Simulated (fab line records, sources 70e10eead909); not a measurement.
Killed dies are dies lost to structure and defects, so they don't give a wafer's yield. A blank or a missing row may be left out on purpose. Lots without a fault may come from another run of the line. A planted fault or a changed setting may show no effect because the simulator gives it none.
Chamber matching | flow nand_harc | NHARC_A_CONTACT_DEP_85 on pecvd-02: 3 sister chambers
The step deposits SiON, target thk 60 nm. 3 wafers are shown with their chamber, then 10 later ones without.

WAFERS WITH THEIR CHAMBER
wafer  | chamber | heater_power_w (W)
L081.3 | 2       | 548
L085.1 | 1       | 991
L085.2 | 0       | 741

WAFERS WITHOUT THEIR CHAMBER
wafer  | heater_power_w (W)
L085.3 | 520
L087.1 | 556
L087.2 | 999
L087.6 | 829
L093.1 | 646
L093.2 | 602
L093.3 | 899
L097.2 | 813
L097.3 | 603
L097.6 | 842

WHICH CHAMBER EACH WENT THROUGH
wafer  | from the rows above     | in truth
L085.3 | 2                       | 2
L087.1 | 2                       | 2
L087.2 | 1                       | 1
L087.6 | can't be placed: 0 or 1 | 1
L093.1 | can't be placed: 0 or 2 | 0
L093.2 | can't be placed: 2 or 0 | 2
L093.3 | can't be placed: 1 or 0 | 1
L097.2 | can't be placed: 0 or 1 | 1
L097.3 | can't be placed: 2 or 0 | 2
L097.6 | can't be placed: 0 or 1 | 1
Placed correctly: 3 of 10. Can't be placed from these rows: 7 (the true chamber is among the candidates in 7). Placed wrongly: 0.
How it was worked out, from the rows above alone: a wafer's distance from a chamber is the root of the sum, over the readings, of the square of ((its reading less the chamber's mean) divided by the reading's scatter). The wafer belongs to the nearest chamber; if the next one is less than 2 further off, it can't be placed. A chamber's mean is the mean of its shown wafers. The scatter: with one shown wafer a chamber, the root of the mean of the squares of how far each hidden wafer lies from its nearest shown one.
